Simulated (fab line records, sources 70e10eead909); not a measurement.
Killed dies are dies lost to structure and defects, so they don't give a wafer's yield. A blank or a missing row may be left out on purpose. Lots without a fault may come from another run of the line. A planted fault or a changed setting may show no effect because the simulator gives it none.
fab line records | flow nand_harc
record lots=13 wafers=39 last_day=34
route steps=1302 shown P_M2@338 END@1302
lots that met no fault: from a run of the same line without faults
start_h: hours from the record's first day to the start of the lot's first wafer shown | wait_h: hours since the lot's step before | " the same as in the row above | L1.1+2: a row that stands for several wafers | - no value, or no start given | * or withheld: withheld | < > ~ a bound
route shown NAME@n: a module of which the file shows steps, and the number in the route of the first | usual: mean/standard deviation of fault-free wafers | same: alike in all rows | chamber/n: place in a boat | sites: the reading at each site | _std_site: their standard deviation | _edge_site: outer sites' mean less inner sites' | radius_mm: how far each site lies from the wafer's centre | mask NAME#n: copy n | behind: the tool/chamber that last shaped the wafer | hold: why the lot was held/for how many hours/how that ended | device: the transistor (n, p or np) that didn't switch | end of line: the same wafers' tests at the end of the route | a step without rows: its recipe alone | killed: dies lost to structure and defects at the first sort, not the wafer's yield | map: a wafer's dies, x killed, . not, _ none there
set.NAME: the setting as run; set.NAME@STEP: as run at that earlier step | model.NAME: the simulator's own value behind a step, which no gauge read
steps of the route over a sample of lots; a table a step, a row a wafer
services: from which hour (start_h, from the record's first day; less than 0 if before it) a tool's chamber was out of use, for how many hours, and why
## steps
# step NHARC_P_M2_DEGAS_29
# recipe temp_c=250 time_s=60
# usual heater_power_w=326/38
# columns lot.wafer tool chamber start_h wait_h heater_power_w
L540.2 pvd_sputter-03 - 145.06 - 312
L540.5 " - " " 299
L540.6 " - " " 366
L542.4 pvd_sputter-03 - 160.28 - 301
L542.6 " - " " 341
L542.5 " - " " 306
L543.3 pvd_sputter-01 - 175.85 - 339
L543.6 " - " " 367
L543.5 " - " " 331
L544.2 pvd_sputter-02 - 178.87 - 346
L544.4 " - " " 312
L544.5 " - " " 368
L545.4 pvd_sputter-02 - 198.58 - 355
L545.5 " - " " 368
L545.6 " - " " 349
L549.3 pvd_sputter-01 - 237.86 - 377
L549.2 " - " " 267
L549.6 " - " " 372
L551.1 pvd_sputter-02 - 244.16 - 361
L551.2 " - " " 349
L551.5 " - " " 359
L556.2 pvd_sputter-02 - 309.89 - 360
L556.1 " - " " 350
L556.3 " - " " 329
L558.2 pvd_sputter-03 - 321.26 - 351
L558.4 " - " " 348
L558.1 " - " " 321
L559.1 pvd_sputter-01 - 326.64 - 337
L559.2 " - " " 254
L559.5 " - " " 373
L560.3 pvd_sputter-02 - 339.14 - 341
L560.4 " - " " 325
L560.6 " - " " 346
L561.1 pvd_sputter-01 - 354.37 - 373
L561.2 " - " " 347
L561.6 " - " " 283
L562.2 pvd_sputter-01 - 357.14 - 254
L562.5 " - " " 261
L562.6 " - " " 284
# step NHARC_P_M2_PVD_20
# recipe target_thk_a=50 bias_v=168.6 power_w=15000 chamber_pressure_pa=0.12 time_s=8.06 substrate_temp_c=50 material=TaN
# usual substrate_temp_c=50.00/0.12 throttle_valve_pct=30.7/1.2
# columns lot.wafer tool chamber start_h wait_h substrate_temp_c throttle_valve_pct
L540.2 pvd_sputter-03 - - - 49.99 28.9
L540.5 " - " " 50.00 28.8
L540.6 " - " " 50.01 28.4
L542.4 pvd_sputter-03 - - - 50.09 28.3
L542.6 " - " " 49.91 30.3
L542.5 " - " " 50.14 28.9
L543.3 pvd_sputter-01 - - - 49.66 32.4
L543.5 " - " " 50.00 31.0
L543.6 " - " " 49.85 32.3
L544.2 pvd_sputter-02 - - - 50.17 30.1
L544.4 " - " " 49.81 31.1
L544.5 " - " " 50.01 30.7
L545.4 pvd_sputter-02 - - - 50.01 29.0
L545.5 " - " " 50.05 30.9
L545.6 " - " " 49.93 31.4
L549.3 pvd_sputter-01 - - - 50.01 31.7
L549.2 " - " " 49.94 30.5
L549.6 " - " " 50.20 32.5
L551.2 pvd_sputter-02 - - - 49.95 31.1
L551.1 " - " " 50.05 28.8
L551.5 " - " " 49.92 31.3
L556.2 pvd_sputter-02 - - - 50.01 31.4
L556.1 " - " " 50.26 29.6
L556.3 " - " " 50.12 29.5
L558.4 pvd_sputter-03 - - - 49.98 28.8
L558.2 " - " " 50.10 30.4
L558.1 " - " " 50.06 31.4
L559.2 pvd_sputter-01 - - - 49.95 32.4
L559.1 " - " " 49.89 31.7
L559.5 " - " " 49.96 32.2
L560.3 pvd_sputter-02 - - - 49.92 29.8
L560.4 " - " " 50.02 29.4
L560.6 " - " " 49.89 29.9
L561.1 pvd_sputter-01 - - - 50.04 32.6
L561.2 " - " " 49.86 31.3
L561.6 " - " " 50.07 31.8
L562.2 pvd_sputter-01 - - - 50.31 32.3
L562.6 " - " " 49.85 31.0
L562.5 " - " " 49.97 32.4
# step NHARC_P_M2_CMP_23
# recipe t_overpolish_s=20 target_thk_nm=144.3
# usual motor_current_A=12.4/1 time_to_endpoint_s=28.3/2.9
# columns lot.wafer tool chamber start_h wait_h motor_current_A time_to_endpoint_s
L540.2 cmp-04 1 146.18 - 13.8 24.7
L540.6 " 0 " " 11.5 25.3
L540.5 " 1 " " 13.0 26.0
L542.4 cmp-01 3 161.38 - 11.6 27.0
L542.6 " 2 " " 12.8 29.7
L542.5 " 3 " " 11.1 29.4
L543.3 cmp-02 1 176.94 - 12.1 27.0
L543.5 " 0 " " 9.9 28.9
L543.6 " 1 " " 11.2 28.8
L544.2 cmp-01 3 179.95 - 11.2 30.2
L544.4 " 2 " " 12.7 34.2
L544.5 " 0 " " 13.5 30.3
L545.4 cmp-04 0 199.71 - 11.8 22.2
L545.5 " 2 " " 13.6 26.8
L545.6 " 3 " " 13.2 22.9
L549.3 cmp-04 3 238.93 - 13.2 37.9
L549.2 " 2 " " 13.8 37.9
L549.6 " 3 " " 12.6 37.4
L551.2 cmp-04 1 245.25 - 13.2 37.6
L551.1 " 3 " " 12.7 36.4
L551.5 " 2 " " 13.4 37.2
L556.1 cmp-01 1 310.97 - 13.4 29.2
L556.2 " 2 " " 12.7 29.2
L556.3 " 0 " " 12.9 28.1
L558.1 cmp-01 2 322.34 - 12.9 31.8
L558.2 " 3 " " 11.2 30.1
L558.4 " 1 " " 13.7 31.2
L559.2 cmp-04 0 327.70 - 11.6 25.9
L559.1 " 3 " " 13.9 23.1
L559.5 " 1 " " 13.2 27.4
L560.3 cmp-04 0 340.25 - 12.5 24.5
L560.4 " 2 " " 13.1 27.2
L560.6 " 3 " " 12.7 24.0
L561.1 cmp-04 3 355.46 - 13.2 22.0
L561.2 " 1 " " 13.2 24.8
L561.6 " 0 " " 11.4 27.9
L562.2 cmp-01 3 358.26 - 11.5 28.6
L562.5 " 2 " " 12.8 29.0
L562.6 " 3 " " 12.0 30.8
# step NHARC_P_M2_INSPECT_27
# usual raw_defect_count=329/120
# columns lot.wafer tool chamber start_h wait_h raw_defect_count
L540.2 defect_inspect-01 - 146.63 0.0 186
L540.5 " - " " 512
L540.6 " - " " 196
L542.4 defect_inspect-01 - 161.83 0.0 346
L542.5 " - " " 326
L542.6 " - " " 414
L543.3 defect_inspect-02 - 177.38 0.0 378
L543.5 " - " " 266
L543.6 " - " " 352
L544.2 defect_inspect-02 - 180.42 0.0 347
L544.4 " - " " 225
L544.5 " - " " 257
L545.4 defect_inspect-02 - 200.13 0.0 216
L545.5 " - " " 285
L545.6 " - " " 372
L549.2 defect_inspect-02 - 239.41 0.0 4753
L549.3 " - " " 4735
L549.6 " - " " 4435
L551.1 defect_inspect-01 - 245.75 0.0 4812
L551.2 " - " " 4505
L551.5 " - " " 4534
L556.1 defect_inspect-01 - 311.44 0.0 576
L556.2 " - " " 358
L556.3 " - " " 410
L558.1 defect_inspect-02 - 322.81 0.0 300
L558.2 " - " " 448
L558.4 " - " " 188
L559.1 defect_inspect-01 - 328.17 0.0 739
L559.2 " - " " 573
L559.5 " - " " 354
L560.3 defect_inspect-02 - 340.69 0.0 207
L560.4 " - " " 251
L560.6 " - " " 344
L561.1 defect_inspect-01 - 355.95 0.1 323
L561.2 " - " " 320
L561.6 " - " " 378
L562.2 defect_inspect-02 - 358.70 0.0 229
L562.5 " - " " 279
L562.6 " - " " 358
# step NHARC_P_M2_DEP_33
# recipe target_thk_a=300 temp_c=370 target_thk_nm=30 pressure_torr=3 flow_sccm=200 rf_w=450 material=SiCN
# usual heater_power_w=552/74
# columns lot.wafer tool chamber start_h wait_h heater_power_w
L540.2 pecvd-03 2 146.77 0.1 673
L540.6 " 2 " " 668
L540.5 " 0 " " 478
L542.4 pecvd-03 1 162.10 0.2 540
L542.5 " 2 " " 609
L542.6 " 0 " " 449
L543.3 pecvd-04 1 177.53 0.1 477
L543.5 " 1 " " 467
L543.6 " 2 " " 516
L544.2 pecvd-03 1 180.61 0.1 530
L544.5 " 1 " " 523
L544.4 " 2 " " 636
L545.6 pecvd-03 1 200.41 0.2 557
L545.4 " 2 " " 654
L545.5 " 0 " " 451
L549.2 pecvd-01 0 239.58 0.1 751
L549.3 " 1 " " 495
L549.6 " 1 " " 493
L551.1 pecvd-03 2 245.90 0.1 568
L551.2 " 1 " " 608
L551.5 " 2 " " 571
L556.3 pecvd-03 2 311.59 0.1 625
L556.2 " 0 " " 466
L556.1 " 1 " " 490
L558.1 pecvd-04 0 323.00 0.1 599
L558.2 " 1 " " 552
L558.4 " 2 " " 503
L559.2 pecvd-04 1 328.36 0.1 493
L559.1 " 2 " " 437
L559.5 " 1 " " 504
L560.3 pecvd-04 0 340.88 0.1 662
L560.4 " 0 " " 660
L560.6 " 1 " " 594
L561.2 pecvd-04 1 356.14 0.1 515
L561.1 " 2 " " 500
L561.6 " 1 " " 519
L562.2 pecvd-03 1 358.89 0.1 602
L562.5 " 0 " " 506
L562.6 " 2 " " 562
# step NHARC_END_SORT_01
# recipe temp_c=25
# usual defect_limited_yield=90.9/2.6 killed_at_array=57/18 killed_at_other=0.8/1 killed_at_periphery=3.9/2.8 killed_dies=62/18 killed_open=3.4/1.8 killed_short=2.2/1.6
# same gross_dies=677
# columns lot.wafer tool chamber start_h wait_h defect_limited_yield[%] killed_at_array killed_at_other killed_at_periphery killed_dies killed_open killed_short
L542.4 prober-01 0 590.20 3.4 92.6 47 0 3 50 3 1
L542.5 prober-01 0 591.01 3.7 92.0 49 1 4 54 6 5
L542.6 prober-01 0 591.81 4.0 90.7 58 0 5 63 2 3
L540.2 prober-02 0 596.41 2.8 92.0 49 0 5 54 3 2
L540.5 prober-02 0 598.83 3.7 92.0 51 0 3 54 4 1
L540.6 prober-02 0 599.64 4.0 92.0 50 0 4 54 1 5
L543.3 prober-02 0 614.53 3.1 92.8 41 3 5 49 3 4
L543.5 prober-02 0 616.15 3.7 91.0 46 1 14 61 2 7
L543.6 prober-02 0 616.96 4.0 90.5 54 0 10 64 6 1
L544.2 prober-02 0 623.29 2.8 86.3 87 0 6 93 7 3
L544.4 prober-02 0 624.87 3.4 85.5 88 0 10 98 3 1
L544.5 prober-02 0 625.66 3.7 87.0 76 0 12 88 3 1
L545.4 prober-01 0 632.57 3.4 91.7 51 2 3 56 2 3
L545.5 prober-01 0 633.38 3.7 88.6 76 0 1 77 3 0
L545.6 prober-01 0 634.18 4.0 89.4 70 0 2 72 4 0
L549.2 prober-01 0 669.91 2.8 0 61 0 616 677 0 2
L549.3 prober-01 0 670.71 3.1 0 51 1 625 677 1 2
L549.6 prober-01 0 673.11 4.0 0 57 3 617 677 1 2
L551.1 prober-01 0 684.70 2.5 0 51 1 625 677 5 0
L551.2 prober-01 0 685.51 2.8 0 45 0 632 677 4 1
L551.5 prober-01 0 687.95 3.7 0 52 1 624 677 4 4
L556.1 prober-02 0 748.90 2.5 94.4 30 2 6 38 0 2
L556.2 prober-02 0 749.68 2.8 93.8 37 0 5 42 1 0
L556.3 prober-02 0 750.47 3.1 93.8 35 0 7 42 5 6
L558.1 prober-01 0 756.70 2.5 91.3 53 0 6 59 3 0
L558.2 prober-01 0 757.49 2.8 91.0 59 1 1 61 2 1
L558.4 prober-01 0 759.07 3.4 91.9 52 0 3 55 4 3
L559.1 prober-02 0 775.67 2.5 92.3 51 0 1 52 2 2
L559.2 prober-02 0 776.49 2.8 91.3 56 2 1 59 4 1
L559.5 prober-02 0 778.94 3.8 90.4 58 2 5 65 2 5
L560.3 prober-01 0 783.77 3.1 93.4 35 0 10 45 3 4
L560.4 prober-01 0 784.55 3.3 92.0 44 0 10 54 3 3
L560.6 prober-01 0 786.12 3.9 94.8 26 1 8 35 3 5
L562.2 prober-02 0 794.91 2.8 91.6 54 1 2 57 3 2
L562.5 prober-02 0 797.28 3.7 85.2 98 0 2 100 1 2
L562.6 prober-02 0 798.07 3.9 87.4 81 1 3 85 5 5
L561.1 prober-01 0 805.91 2.5 88.9 71 0 4 75 4 2
L561.2 prober-01 0 806.71 2.8 90.5 60 0 4 64 3 1
L561.6 prober-01 0 809.88 4.0 90.8 60 1 1 62 0 4
# killed by level:class
L542.4 A_CHANNEL_HOLE_D1:chamber_film_flake=31 A_CHANNEL_HOLE_D2:chamber_film_flake=9 A_CHANNEL_FILL_D2:chamber_film_flake=2 A_CONTACT:chamber_film_flake=2 P_M0:geometric_particle:open=1 A_CHANNEL_FILL_D2:geometric_particle:open=1 A_SGD_CUT:geometric_particle:short=1 A_M1:geometric_particle:open=1
L542.5 A_CHANNEL_HOLE_D1:chamber_film_flake=26 A_CHANNEL_HOLE_D2:chamber_film_flake=8 P_GATE:chamber_film_flake=4 A_SGD_CUT:geometric_particle:open=2 A_SOURCE_PLATE:geometric_particle:short=1 A_ONON_D2:geometric_particle:short=1 A_CHANNEL_FILL_D2:geometric_particle:open=1 A_CHANNEL_FILL_D2:geometric_particle:short=1
L542.6 A_CHANNEL_HOLE_D1:chamber_film_flake=34 A_CHANNEL_HOLE_D2:chamber_film_flake=17 P_GATE:chamber_film_flake=3 A_CHANNEL_FILL_D2:chamber_film_flake=2 P_STI:geometric_particle:short=1 A_ONON_D1:geometric_particle:open=1 A_DECK1_JOINT:geometric_particle:short=1 A_CHANNEL_FILL_D2:geometric_particle:open=1
L540.2 A_CHANNEL_HOLE_D2:chamber_film_flake=33 A_CHANNEL_FILL_D1:chamber_film_flake=4 A_CHANNEL_HOLE_D1:chamber_film_flake=3 A_STAIRCASE:chamber_film_flake=3 P_M0:geometric_particle:open=2 P_STI:chamber_film_flake=2 A_M1:chamber_film_flake=2 A_CHANNEL_FILL_D1:geometric_particle:open=1
L540.5 A_CHANNEL_HOLE_D2:chamber_film_flake=32 A_WL_FILL:chamber_film_flake=4 A_CONTACT:chamber_film_flake=4 P_M0:geometric_particle:open=2 A_CHANNEL_HOLE_D1:chamber_film_flake=2 A_CHANNEL_FILL_D1:chamber_film_flake=2 A_STAIRCASE:chamber_film_flake=2 A_M1:chamber_film_flake=2
L540.6 A_CHANNEL_HOLE_D2:chamber_film_flake=32 A_STAIRCASE:chamber_film_flake=4 A_CONTACT:chamber_film_flake=3 A_CHANNEL_HOLE_D2:geometric_particle:short=2 P_STI:chamber_film_flake=2 A_CHANNEL_FILL_D1:chamber_film_flake=2 P_M0:geometric_particle:short=1 A_SOURCE_PLATE:geometric_particle:short=1
L543.3 A_CHANNEL_HOLE_D2:chamber_film_flake=30 A_CHANNEL_HOLE_D1:chamber_film_flake=3 THIN_TSV:chamber_film_flake=3 P_GATE:chamber_film_flake=2 A_CONTACT:chamber_film_flake=2 P_CONTACT:geometric_particle:open=1 A_DECK1_JOINT:geometric_particle:short=1 A_DECK1_JOINT:geometric_particle:open=1
L543.5 A_CHANNEL_HOLE_D2:chamber_film_flake=28 P_GATE:chamber_film_flake=11 A_CONTACT:chamber_film_flake=4 A_SLIT:chamber_film_flake=3 A_ONON_D1:geometric_particle:short=2 P_BONDPAD:chamber_film_flake=2 P_CONTACT:geometric_particle:short=1 A_SOURCE_PLATE:geometric_particle:open=1
L543.6 A_CHANNEL_HOLE_D2:chamber_film_flake=35 P_GATE:chamber_film_flake=7 A_CONTACT:chamber_film_flake=4 A_STAIRCASE:chamber_film_flake=3 A_DECK1_JOINT:geometric_particle:open=2 A_BLC:geometric_particle:open=2 A_CHANNEL_HOLE_D1:chamber_film_flake=2 A_SLIT:chamber_film_flake=2
L544.2 A_CHANNEL_HOLE_D1:chamber_film_flake=34 A_SLIT:chamber_film_flake=21 A_CHANNEL_HOLE_D2:chamber_film_flake=7 A_STAIRCASE:chamber_film_flake=6 A_CHANNEL_FILL_D1:chamber_film_flake=4 A_CONTACT:chamber_film_flake=4 A_CHANNEL_FILL_D2:chamber_film_flake=3 P_M0:geometric_particle:open=2
L544.4 A_CHANNEL_HOLE_D1:chamber_film_flake=32 A_SLIT:chamber_film_flake=23 A_CHANNEL_HOLE_D2:chamber_film_flake=9 A_CONTACT:chamber_film_flake=7 A_STAIRCASE:chamber_film_flake=6 P_STI:chamber_film_flake=4 A_CHANNEL_FILL_D1:chamber_film_flake=4 P_BONDPAD:chamber_film_flake=3
L544.5 A_SLIT:chamber_film_flake=30 A_CHANNEL_HOLE_D1:chamber_film_flake=26 A_STAIRCASE:chamber_film_flake=7 P_ZERO_WELL:chamber_film_flake=5 A_CHANNEL_HOLE_D2:chamber_film_flake=5 A_CONTACT:chamber_film_flake=5 P_STI:chamber_film_flake=2 P_GATE:chamber_film_flake=2
L545.4 A_CHANNEL_HOLE_D2:chamber_film_flake=27 A_CHANNEL_HOLE_D1:chamber_film_flake=18 A_ZERO_WELL:chamber_film_flake=2 A_STAIRCASE:chamber_film_flake=2 P_CONTACT:geometric_particle:open=1 P_M0:geometric_particle:short=1 A_CHANNEL_FILL_D1:geometric_particle:open=1 A_WL_FILL:geometric_particle:short=1
L545.5 A_CHANNEL_HOLE_D2:chamber_film_flake=32 A_CHANNEL_HOLE_D1:chamber_film_flake=31 A_STAIRCASE:chamber_film_flake=8 A_DECK1_JOINT:chamber_film_flake=2 P_M0:geometric_particle:open=1 A_ONON_D2:geometric_particle:open=1 A_WL_FILL:geometric_particle:open=1 A_WL_FILL:chamber_film_flake=1
L545.6 A_CHANNEL_HOLE_D2:chamber_film_flake=31 A_CHANNEL_HOLE_D1:chamber_film_flake=29 A_STAIRCASE:chamber_film_flake=5 P_CONTACT:geometric_particle:open=2 A_ONON_D1:geometric_particle:open=1 A_CHANNEL_FILL_D2:geometric_particle:open=1 A_CHANNEL_FILL_D1:chamber_film_flake=1 A_CHANNEL_FILL_D2:chamber_film_flake=1
L549.2 P_M2:area_cmp=614 A_CHANNEL_HOLE_D1:chamber_film_flake=32 A_CHANNEL_HOLE_D2:chamber_film_flake=18 A_CONTACT:chamber_film_flake=7 A_CHANNEL_FILL_D1:geometric_particle:short=1 A_WL_FILL:geometric_particle:short=1 P_ZERO_WELL:chamber_film_flake=1 P_STI:chamber_film_flake=1
L549.3 P_M2:area_cmp=624 A_CHANNEL_HOLE_D1:chamber_film_flake=31 A_CHANNEL_HOLE_D2:chamber_film_flake=11 A_CONTACT:chamber_film_flake=3 A_WL_FILL:chamber_film_flake=2 A_CHANNEL_FILL_D1:geometric_particle:short=1 A_WL_FILL:geometric_particle:short=1 A_CONTACT:geometric_particle:open=1
L549.6 P_M2:area_cmp=616 A_CHANNEL_HOLE_D1:chamber_film_flake=30 A_CHANNEL_HOLE_D2:chamber_film_flake=17 A_WL_FILL:chamber_film_flake=3 A_CONTACT:chamber_film_flake=3 THIN_TSV:chamber_film_flake=3 P_M2:geometric_particle:short=1 A_DECK1_JOINT:geometric_particle:open=1
L551.1 P_M2:area_cmp=620 A_CHANNEL_HOLE_D1:chamber_film_flake=32 A_CONTACT:chamber_film_flake=8 A_WL_FILL:chamber_film_flake=4 P_STI:chamber_film_flake=2 A_STAIRCASE:chamber_film_flake=2 A_SLIT:chamber_film_flake=2 P_GATE:geometric_particle:open=1
L551.2 P_M2:area_cmp=630 A_CHANNEL_HOLE_D1:chamber_film_flake=29 A_WL_FILL:chamber_film_flake=6 A_CONTACT:chamber_film_flake=3 P_STI:chamber_film_flake=2 A_CHANNEL_FILL_D1:geometric_particle:open=1 A_DECK1_JOINT:geometric_particle:open=1 A_CHANNEL_HOLE_D2:geometric_particle:short=1
L551.5 P_M2:area_cmp=618 A_CHANNEL_HOLE_D1:chamber_film_flake=34 A_CONTACT:chamber_film_flake=5 A_SLIT:chamber_film_flake=3 A_WL_FILL:chamber_film_flake=3 P_CONTACT:geometric_particle:open=2 P_M2:chamber_film_flake=2 A_STAIRCASE:chamber_film_flake=2
L556.1 A_CHANNEL_HOLE_D1:chamber_film_flake=7 P_M1:chamber_film_flake=5 A_SLIT:chamber_film_flake=5 A_CONTACT:chamber_film_flake=5 A_DECK1_JOINT:chamber_film_flake=2 A_CHANNEL_FILL_D1:chamber_film_flake=2 A_STAIRCASE:chamber_film_flake=2 A_BONDPAD:chamber_film_flake=2
L556.2 A_CHANNEL_HOLE_D1:chamber_film_flake=14 A_SLIT:chamber_film_flake=10 A_CONTACT:chamber_film_flake=4 A_STAIRCASE:chamber_film_flake=3 P_GATE:chamber_film_flake=2 P_M1:chamber_film_flake=2 A_ONON_D2:geometric_particle:open=1 P_STI:chamber_film_flake=1
L556.3 A_CHANNEL_HOLE_D1:chamber_film_flake=8 A_STAIRCASE:chamber_film_flake=5 A_CONTACT:chamber_film_flake=4 A_BONDPAD:chamber_film_flake=4 P_M1:chamber_film_flake=3 P_M2:geometric_particle:short=2 A_SOURCE_PLATE:geometric_particle:open=2 A_ONON_D1:geometric_particle:short=2
L558.1 A_CHANNEL_HOLE_D1:chamber_film_flake=35 A_CONTACT:chamber_film_flake=5 A_STAIRCASE:chamber_film_flake=4 P_M2:chamber_film_flake=3 A_SLIT:chamber_film_flake=3 A_ONON_D2:geometric_particle:open=2 P_GATE:chamber_film_flake=2 A_CHANNEL_FILL_D1:geometric_particle:open=1
L558.2 A_CHANNEL_HOLE_D1:chamber_film_flake=34 A_CONTACT:chamber_film_flake=9 A_DECK1_JOINT:chamber_film_flake=3 A_STAIRCASE:chamber_film_flake=3 A_SLIT:chamber_film_flake=3 A_BONDPAD:chamber_film_flake=2 A_CHANNEL_FILL_D1:geometric_particle:short=1 A_M1:geometric_particle:open=1
L558.4 A_CHANNEL_HOLE_D1:chamber_film_flake=28 A_CONTACT:chamber_film_flake=8 A_SLIT:chamber_film_flake=5 P_M2:chamber_film_flake=3 A_ONON_D1:geometric_particle:short=2 A_M1:geometric_particle:open=2 A_DECK1_JOINT:geometric_particle:open=1 A_SGD_CUT:geometric_particle:open=1
L559.1 A_SLIT:chamber_film_flake=20 A_CHANNEL_HOLE_D1:chamber_film_flake=9 A_STAIRCASE:chamber_film_flake=5 A_CHANNEL_FILL_D2:chamber_film_flake=3 A_CONTACT:chamber_film_flake=3 A_WL_FILL:geometric_particle:short=2 A_DECK1_JOINT:chamber_film_flake=2 A_CHANNEL_HOLE_D2:chamber_film_flake=2
L559.2 A_SLIT:chamber_film_flake=27 A_CHANNEL_HOLE_D1:chamber_film_flake=10 A_STAIRCASE:chamber_film_flake=5 A_CHANNEL_FILL_D2:chamber_film_flake=4 A_CONTACT:chamber_film_flake=3 A_CHANNEL_FILL_D1:chamber_film_flake=2 THIN_TSV:chamber_film_flake=2 P_M1:geometric_particle:open=1
L559.5 A_SLIT:chamber_film_flake=34 A_CHANNEL_HOLE_D1:chamber_film_flake=5 A_STAIRCASE:chamber_film_flake=5 A_CHANNEL_FILL_D1:chamber_film_flake=2 A_DECK1_JOINT:chamber_film_flake=2 A_CHANNEL_HOLE_D2:chamber_film_flake=2 A_CHANNEL_FILL_D2:chamber_film_flake=2 THIN_TSV:chamber_film_flake=2
L560.3 A_CHANNEL_HOLE_D1:chamber_film_flake=15 A_SLIT:chamber_film_flake=8 A_CONTACT:chamber_film_flake=6 P_GATE:chamber_film_flake=4 P_M1:chamber_film_flake=2 A_CHANNEL_HOLE_D2:chamber_film_flake=2 P_GATE:geometric_particle:short=1 P_CONTACT:geometric_particle:open=1
L560.4 A_CHANNEL_HOLE_D1:chamber_film_flake=18 A_CONTACT:chamber_film_flake=10 A_SLIT:chamber_film_flake=8 P_M1:chamber_film_flake=5 P_GATE:chamber_film_flake=3 A_STAIRCASE:chamber_film_flake=3 P_M0:geometric_particle:open=2 A_ONON_D1:geometric_particle:short=1
L560.6 A_CHANNEL_HOLE_D1:chamber_film_flake=8 P_M1:chamber_film_flake=6 A_STAIRCASE:chamber_film_flake=3 A_SLIT:chamber_film_flake=3 A_CONTACT:chamber_film_flake=3 P_CONTACT:geometric_particle:short=1 A_ONON_D1:geometric_particle:short=1 A_DECK1_JOINT:geometric_particle:short=1
L562.2 A_SLIT:chamber_film_flake=15 A_CHANNEL_HOLE_D2:chamber_film_flake=13 A_CONTACT:chamber_film_flake=11 A_CHANNEL_HOLE_D1:chamber_film_flake=5 A_STAIRCASE:chamber_film_flake=3 A_ZERO_WELL:chamber_film_flake=2 A_CHANNEL_FILL_D2:chamber_film_flake=2 P_GATE:geometric_particle:open=1
L562.5 A_SLIT:chamber_film_flake=37 A_CHANNEL_HOLE_D2:chamber_film_flake=24 A_CHANNEL_HOLE_D1:chamber_film_flake=11 A_CONTACT:chamber_film_flake=11 A_ZERO_WELL:chamber_film_flake=5 A_STAIRCASE:chamber_film_flake=3 A_CHANNEL_FILL_D2:chamber_film_flake=2 A_ONON_D1:geometric_particle:open=1
L562.6 A_CHANNEL_HOLE_D2:chamber_film_flake=28 A_SLIT:chamber_film_flake=22 A_CHANNEL_HOLE_D1:chamber_film_flake=7 A_CONTACT:chamber_film_flake=7 A_CHANNEL_FILL_D2:chamber_film_flake=3 A_ONON_D1:geometric_particle:open=2 A_DECK1_JOINT:geometric_particle:open=2 A_ZERO_WELL:chamber_film_flake=2
L561.1 A_CHANNEL_HOLE_D2:chamber_film_flake=34 A_CHANNEL_HOLE_D1:chamber_film_flake=15 A_SLIT:chamber_film_flake=10 P_GATE:chamber_film_flake=3 A_STAIRCASE:chamber_film_flake=3 A_CONTACT:chamber_film_flake=3 A_SOURCE_PLATE:geometric_particle:open=1 A_CHANNEL_FILL_D2:geometric_particle:open=1
L561.2 A_CHANNEL_HOLE_D1:chamber_film_flake=25 A_CHANNEL_HOLE_D2:chamber_film_flake=18 A_CONTACT:chamber_film_flake=5 A_SLIT:chamber_film_flake=4 A_STAIRCASE:chamber_film_flake=3 A_WL_FILL:chamber_film_flake=2 P_CONTACT:geometric_particle:open=1 P_M0:geometric_particle:open=1
L561.6 A_CHANNEL_HOLE_D2:chamber_film_flake=24 A_CHANNEL_HOLE_D1:chamber_film_flake=19 A_STAIRCASE:chamber_film_flake=5 A_SLIT:chamber_film_flake=5 A_WL_FILL:chamber_film_flake=3 P_M2:geometric_particle:short=1 A_SOURCE_PLATE:geometric_particle:short=1 A_CHANNEL_FILL_D1:geometric_particle:short=1
## services
# columns tool chamber start_h hours kind
pvd_sputter-01 - 147.10 2.9 repair
cmp-04 - 151.82 0.7 repair
cmp-01 - 155.51 2.1 repair
pecvd-04 - 158.73 3.2 repair
cmp-04 - 161.08 2.8 repair
pvd_sputter-03 - 170.03 10.0 pm
cmp-01 - 178.65 1.0 repair
cmp-01 - 182.24 0.6 repair
pecvd-03 - 185.37 13.0 pm
cmp-01 - 185.59 4.0 pm
cmp-01 - 195.27 0.9 repair
cmp-04 - 209.11 4.0 pm
pvd_sputter-03 - 220.18 1.7 repair
pvd_sputter-01 - 226.00 10.0 pm
pvd_sputter-02 - 228.53 0.8 repair
pecvd-04 1 230.66 6.3 repair
cmp-01 - 252.62 6.6 repair
cmp-04 - 258.68 0.9 repair
pvd_sputter-01 - 259.55 2.5 repair
pvd_sputter-02 - 282.00 10.0 pm
cmp-04 - 307.11 4.0 pm
pvd_sputter-03 - 336.03 5.3 repair
pvd_sputter-01 - 337.54 5.0 repair
pvd_sputter-03 - 348.03 10.0 pm
## key
first_sign step=NHARC_P_M2_CMP_23 reading=time_to_endpoint_s direction=up sigmas=3.2 usual=* struck=*
effect step=NHARC_P_M2_INSPECT_27 reading=raw_defect_count direction=up sigmas=35 usual=329 struck=4629
effect step=NHARC_END_SORT_01 reading=killed_at_periphery direction=up sigmas=99+ usual=3.9 struck=623.2
more_kills_born_at NHARC_P_M2_CMP_23@cmp-04=3722
met_at NHARC_P_M2_CMP_23
struck_lots L549,L551
later_rows_left_out L549.2,L549.3,L549.6,L551.1,L551.2,L551.5
not_acting_at NHARC_P_M2_DEGAS_29,NHARC_P_M2_PVD_20,NHARC_P_M2_DEP_33
onset_between 199.71 238.93
fault kind=process_parameter_drift tool=cmp-04 chamber=- onset_h=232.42 steps=NHARC_P_M2_CMP_23 channel=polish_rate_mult offset=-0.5 shape=step end_h=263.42
# later_rows_left_out: the simulator's readings of these wafers behind a module that went badly wrong aren't trusted and aren't shown, but for the sort
